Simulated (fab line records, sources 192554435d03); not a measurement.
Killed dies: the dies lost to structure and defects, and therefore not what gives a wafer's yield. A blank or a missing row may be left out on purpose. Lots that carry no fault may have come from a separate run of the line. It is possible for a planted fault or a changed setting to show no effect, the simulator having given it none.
Which of the tools did it?	flow n5-finfet	12 lots, 36 wafers sampled, at 4 steps of a route of 1938

## WHAT THE GAUGES SHOWED, per wafer
N5_BEOL_M0_SAQP_OVL_MEAS_41.
lot	measured	on	M0_CUT1_OVL (nm)
L075	day 6 00:50	overlay-01	-0.6 -0.8 -0.4
L078	day 6 16:40	overlay-02	0.4 0.2 -0.1
L079	day 7 01:26	overlay-01	-1.0 -1.1 -0.6
L081	day 7 08:52	overlay-02	-1.1 -0.5 -0.2
L083	day 7 23:46	overlay-02	-0.8 0.3 0.6
L085	day 8 12:01	overlay-01	0.3 0.0 0.2
L087	day 9 00:22	overlay-02	-1.3 -0.4 -1.1
L089	day 9 09:28	overlay-02	0.3 0.8 0.2
L091	day 9 20:40	overlay-02	-1.1 -1.3 -1.4
L093	day 10 06:26	overlay-02	-0.1 -0.4 -0.6
L095	day 11 00:07	overlay-01	-0.8 -0.8 0.2
L097	day 11 10:37	overlay-01	0.6 0.2 0.3

## WHAT TOOL EACH LOT RAN ON (gives the tool, then ch and the chambers of the sampled wafers, and finally the start)
lot	N5_BEOL_M0_SAQP_HM_DEP_02	N5_BEOL_M0_SAQP_DESCUM_19	N5_BEOL_M0_SAQP_RECESS_114
L075	pvd-sputter-01, day 5 19:34	rie-diel-03 ch 1,2,3, day 5 20:45	vapor-etch-01 ch 0,1, day 5 21:26
L078	pvd-sputter-01, day 6 11:24	rie-diel-03 ch 1,2,3, day 6 12:30	vapor-etch-01 ch 0,1, day 6 13:00
L079	pvd-sputter-03, day 6 19:50	rie-diel-03 ch 0,3, day 6 21:08	vapor-etch-01 ch 0,1, day 6 21:45
L081	pvd-sputter-02, day 7 03:48	rie-diel-01 ch 0,1,3, day 7 04:43	vapor-etch-02 ch 0,1, day 7 05:21
L083	pvd-sputter-01, day 7 18:34	rie-diel-01 ch 0,1,3, day 7 19:31	vapor-etch-02 ch 0,1, day 7 20:01
L085	pvd-sputter-01, day 8 06:19	rie-diel-05 ch 2,3, day 8 07:34	vapor-etch-02 ch 0, day 8 08:05
L087	pvd-sputter-01, day 8 18:26	rie-diel-01 ch 0,1, day 8 19:54	vapor-etch-02 ch 0,1, day 8 20:40
L089	pvd-sputter-02, day 9 02:02	rie-diel-01 ch 2,3, day 9 05:11	vapor-etch-01 ch 0,1, day 9 06:04
L091	pvd-sputter-01, day 9 15:23	rie-diel-01 ch 0,1,3, day 9 16:15	vapor-etch-02 ch 0, day 9 16:47
L093	pvd-sputter-02, day 10 01:25	rie-diel-01 ch 2,3, day 10 02:11	vapor-etch-01 ch 0,1, day 10 02:49
L095	pvd-sputter-01, day 10 18:56	rie-diel-01 ch 0,2,3, day 10 19:50	vapor-etch-01 ch 0,1, day 10 20:21
L097	pvd-sputter-01, day 11 05:37	rie-diel-03 ch 0,2, day 11 06:29	vapor-etch-01 ch 0,1, day 11 06:59
- N5_BEOL_M0_SAQP_HM_DEP_02: deposits TiN, target thk 12 nm.
- N5_BEOL_M0_SAQP_DESCUM_19: chemistry O2, time 7.9 s.
- N5_BEOL_M0_SAQP_RECESS_114: chemistry HF/NH3, target SiO2, target depth 14.4 nm, afs cycles 3, sublimation time 60 s.

## THE ANSWER, worked out from the rows above alone
Rule: usual is defined by the lots themselves. The widest of any qualifying gaps counts: lots, ordered by their means at a reading, are off when they make up no more than a third of the lots, leave a main group of 4 or more, and stand apart from it by 3 or more times the standard deviation of that group's means. If all means in a main group match to the digits the tables above print for the reading, that group is not used. Also off: a lot with no number at a reading for which 4 or more lots have one. All remaining lots with rows at the step are treated as sound.
Across all readings shown, no lot is off: no conclusion can be drawn from this.

## WHAT WAS PUT IN BY THE SIMULATOR
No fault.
